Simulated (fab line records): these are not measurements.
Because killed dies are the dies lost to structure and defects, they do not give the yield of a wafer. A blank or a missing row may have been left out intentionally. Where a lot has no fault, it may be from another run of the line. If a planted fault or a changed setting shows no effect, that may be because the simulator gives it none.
Lot-split experiment / flow n5 finfet / 39 wafers read from 7 lots, route of 1938 steps

== THE SPLIT ITSELF ==
At N5_SD_EPI_N_EPI_21 (deposits Si:P, time 690 s), the setting temp c was moved away from the recipe's 680 C on 15 of the 39 wafers read, by -0.6% to +0.5%. For the rest of the wafers, this setting stayed at what the recipe calls for.

== FROM THE SPLIT TO THE READING: what the file shows between them, 8 steps ==
- N5_SD_EPI_N_PRECLEAN_24: cleans in O3/DIW, time 60 s
- N5_SD_EPI_P_HM_STRIP_48: strips SiNx in H3PO4, material SiNx, target depth 3 nm
- N5_SD_EPI_P_SRD_49: time 30 s
- N5_SD_EPI_P_PRECLEAN_24: cleans in O3/DIW, time 45 s
- N5_SD_EPI_P_PRECLEAN_32: cleans in dHF, time 10 s
- N5_SD_EPI_P_PRECLEAN_33: cleans in SC2, time 45 s
- N5_SD_ACTIVATION_RTA_00: time 0 s
- N5_SD_ACTIVATION_LSA_01: time 0.0008 s

== THE READING ==
RS_SD_N (ohm/sq), read at N5_SD_ACTIVATION_RS_MEAS_03 with a four-point probe. A value of 21.95 ohm/sq with a standard deviation of 0.23 ohm/sq is what fault-free wafers of this fab line usually give.

wafer=L075.1; tool, chamber at the split=epi rpcvd-02, 0; temp c as run, C=680; against the recipe=recipe; RS_SD_N, ohm/sq=22.07; against lot-mates on the recipe=-
wafer=L075.2; tool, chamber at the split=epi rpcvd-02, 0; temp c as run, C=680; against the recipe=recipe; RS_SD_N, ohm/sq=22.10; against lot-mates on the recipe=-
wafer=L075.3; tool, chamber at the split=epi rpcvd-02, 0; temp c as run, C=680; against the recipe=recipe; RS_SD_N, ohm/sq=22.10; against lot-mates on the recipe=-
wafer=L075.4; tool, chamber at the split=epi rpcvd-02, 0; temp c as run, C=680; against the recipe=recipe; RS_SD_N, ohm/sq=22.14; against lot-mates on the recipe=-
wafer=L075.5; tool, chamber at the split=epi rpcvd-02, 0; temp c as run, C=680; against the recipe=recipe; RS_SD_N, ohm/sq=21.79; against lot-mates on the recipe=-
wafer=L075.6; tool, chamber at the split=epi rpcvd-02, 0; temp c as run, C=680; against the recipe=recipe; RS_SD_N, ohm/sq=22.02; against lot-mates on the recipe=-
wafer=L078.1; tool, chamber at the split=epi rpcvd-02, 0; temp c as run, C=680; against the recipe=recipe; RS_SD_N, ohm/sq=22.05; against lot-mates on the recipe=-
wafer=L078.3; tool, chamber at the split=epi rpcvd-02, 0; temp c as run, C=680; against the recipe=recipe; RS_SD_N, ohm/sq=21.88; against lot-mates on the recipe=-
wafer=L078.4; tool, chamber at the split=epi rpcvd-02, 0; temp c as run, C=680; against the recipe=recipe; RS_SD_N, ohm/sq=21.76; against lot-mates on the recipe=-
wafer=L079.1; tool, chamber at the split=epi rpcvd-04, 0; temp c as run, C=678.5; against the recipe=-0.2%; RS_SD_N, ohm/sq=22.19; against lot-mates on the recipe=+0.37
wafer=L079.2; tool, chamber at the split=epi rpcvd-04, 0; temp c as run, C=678.5; against the recipe=-0.2%; RS_SD_N, ohm/sq=22.27; against lot-mates on the recipe=+0.45
wafer=L079.3; tool, chamber at the split=epi rpcvd-04, 0; temp c as run, C=678.5; against the recipe=-0.2%; RS_SD_N, ohm/sq=21.70; against lot-mates on the recipe=-0.12
wafer=L079.4; tool, chamber at the split=epi rpcvd-04, 0; temp c as run, C=680; against the recipe=recipe; RS_SD_N, ohm/sq=22.03; against lot-mates on the recipe=-
wafer=L079.5; tool, chamber at the split=epi rpcvd-04, 0; temp c as run, C=680; against the recipe=recipe; RS_SD_N, ohm/sq=21.93; against lot-mates on the recipe=-
wafer=L079.6; tool, chamber at the split=epi rpcvd-04, 0; temp c as run, C=680; against the recipe=recipe; RS_SD_N, ohm/sq=21.49; against lot-mates on the recipe=-
wafer=L081.1; tool, chamber at the split=epi rpcvd-02, 0; temp c as run, C=678.6; against the recipe=-0.2%; RS_SD_N, ohm/sq=22.41; against lot-mates on the recipe=+0.48
wafer=L081.2; tool, chamber at the split=epi rpcvd-02, 0; temp c as run, C=680; against the recipe=recipe; RS_SD_N, ohm/sq=22.00; against lot-mates on the recipe=-
wafer=L081.3; tool, chamber at the split=epi rpcvd-02, 0; temp c as run, C=680; against the recipe=recipe; RS_SD_N, ohm/sq=21.94; against lot-mates on the recipe=-
wafer=L081.4; tool, chamber at the split=epi rpcvd-02, 0; temp c as run, C=678.6; against the recipe=-0.2%; RS_SD_N, ohm/sq=22.26; against lot-mates on the recipe=+0.33
wafer=L081.5; tool, chamber at the split=epi rpcvd-02, 0; temp c as run, C=678.6; against the recipe=-0.2%; RS_SD_N, ohm/sq=22.29; against lot-mates on the recipe=+0.36
wafer=L081.6; tool, chamber at the split=epi rpcvd-02, 0; temp c as run, C=680; against the recipe=recipe; RS_SD_N, ohm/sq=21.86; against lot-mates on the recipe=-
wafer=L083.1; tool, chamber at the split=epi rpcvd-02, 0; temp c as run, C=680; against the recipe=recipe; RS_SD_N, ohm/sq=22.22; against lot-mates on the recipe=-
wafer=L083.2; tool, chamber at the split=epi rpcvd-02, 0; temp c as run, C=682; against the recipe=+0.3%; RS_SD_N, ohm/sq=21.13; against lot-mates on the recipe=-0.82
wafer=L083.3; tool, chamber at the split=epi rpcvd-02, 0; temp c as run, C=682; against the recipe=+0.3%; RS_SD_N, ohm/sq=21.14; against lot-mates on the recipe=-0.81
wafer=L083.4; tool, chamber at the split=epi rpcvd-02, 0; temp c as run, C=680; against the recipe=recipe; RS_SD_N, ohm/sq=22.04; against lot-mates on the recipe=-
wafer=L083.5; tool, chamber at the split=epi rpcvd-02, 0; temp c as run, C=682; against the recipe=+0.3%; RS_SD_N, ohm/sq=21.09; against lot-mates on the recipe=-0.86
wafer=L083.6; tool, chamber at the split=epi rpcvd-02, 0; temp c as run, C=680; against the recipe=recipe; RS_SD_N, ohm/sq=21.58; against lot-mates on the recipe=-
wafer=L085.1; tool, chamber at the split=epi rpcvd-02, 0; temp c as run, C=683.2; against the recipe=+0.5%; RS_SD_N, ohm/sq=21.21; against lot-mates on the recipe=-1.00
wafer=L085.2; tool, chamber at the split=epi rpcvd-02, 0; temp c as run, C=680; against the recipe=recipe; RS_SD_N, ohm/sq=22.04; against lot-mates on the recipe=-
wafer=L085.3; tool, chamber at the split=epi rpcvd-02, 0; temp c as run, C=680; against the recipe=recipe; RS_SD_N, ohm/sq=22.47; against lot-mates on the recipe=-
wafer=L085.4; tool, chamber at the split=epi rpcvd-02, 0; temp c as run, C=683.2; against the recipe=+0.5%; RS_SD_N, ohm/sq=20.97; against lot-mates on the recipe=-1.24
wafer=L085.5; tool, chamber at the split=epi rpcvd-02, 0; temp c as run, C=683.2; against the recipe=+0.5%; RS_SD_N, ohm/sq=20.87; against lot-mates on the recipe=-1.34
wafer=L085.6; tool, chamber at the split=epi rpcvd-02, 0; temp c as run, C=680; against the recipe=recipe; RS_SD_N, ohm/sq=22.11; against lot-mates on the recipe=-
wafer=L097.1; tool, chamber at the split=epi rpcvd-04, 0; temp c as run, C=680; against the recipe=recipe; RS_SD_N, ohm/sq=21.78; against lot-mates on the recipe=-
wafer=L097.2; tool, chamber at the split=epi rpcvd-04, 0; temp c as run, C=675.7; against the recipe=-0.6%; RS_SD_N, ohm/sq=23.45; against lot-mates on the recipe=+1.47
wafer=L097.3; tool, chamber at the split=epi rpcvd-04, 0; temp c as run, C=680; against the recipe=recipe; RS_SD_N, ohm/sq=22.04; against lot-mates on the recipe=-
wafer=L097.4; tool, chamber at the split=epi rpcvd-04, 0; temp c as run, C=675.7; against the recipe=-0.6%; RS_SD_N, ohm/sq=23.64; against lot-mates on the recipe=+1.66
wafer=L097.5; tool, chamber at the split=epi rpcvd-04, 0; temp c as run, C=680; against the recipe=recipe; RS_SD_N, ohm/sq=22.13; against lot-mates on the recipe=-
wafer=L097.6; tool, chamber at the split=epi rpcvd-04, 0; temp c as run, C=675.7; against the recipe=-0.6%; RS_SD_N, ohm/sq=23.79; against lot-mates on the recipe=+1.81

THE FIT
A straight line over all 39 wafers: RS_SD_N changes by -2.31 ohm/sq for each +1% of temp c; r = -0.93; the points scatter about the line by 0.24 ohm/sq.
The same after taking each lot's own level away (the mean of its wafers on the recipe; 39 wafers): -2.48 ohm/sq for each +1%; r = -0.96; scatter 0.19 ohm/sq.
According to that fit, moving temp c by its largest amount changes the reading by 1.6 ohm/sq.
Across the lots, their own levels run from 21.817 to 22.207 ohm/sq, a range of 1.7 times the standard deviation given above.
The two slopes agree, so the slope changes little with the lot-to-lot level.
Check: with one of the wafers moved furthest among these (-0.6%) left out of the fit, the line predicts +1.55 ohm/sq for it against its lot-mates. Against them it came out at +1.47 ohm/sq.

== THE OTHER SPLITS THESE WAFERS WENT THROUGH ==
Before the reading, these wafers also passed through other splits. Each is held against what the fit with the lots' levels taken away leaves over:
other split on the same wafers=N5_DUMMY_GATE_ETCH_37 source w; wafers away from the commonest value=18; r with RS_SD_N (lot level and that fit taken away)=-0.13

== THE WHOLE CHAIN: every reading that the file lists as answering this split, in the file's order ==
step=N5_SD_EPI_N_EPI_21; what it does=deposits Si:P, time 690 s; reading=Si-P_of_SD_EPI_N_EPI_21.thk nm (the simulator's own value, which no gauge read); change (the file's fit)=+6.77 nm for each +1% of the setting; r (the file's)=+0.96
step=N5_SD_EPI_P_PRECLEAN_24; what it does=cleans in O3/DIW, time 45 s; reading=Si-P_of_SD_EPI_N_EPI_21.thk nm (the simulator's own value, which no gauge read); change (the file's fit)=+6.7 nm for each +1% of the setting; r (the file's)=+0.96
step=N5_SD_ACTIVATION_RS_MEAS_03; what it does=measures by four-point-probe; reading=RS_SD_N; change (the file's fit)=-2.47 for each +1% of the setting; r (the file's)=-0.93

== FILE'S OWN FIT ==
RS_SD_N changes by -2.47 ohm/sq for each +1% of temp c, r = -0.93.
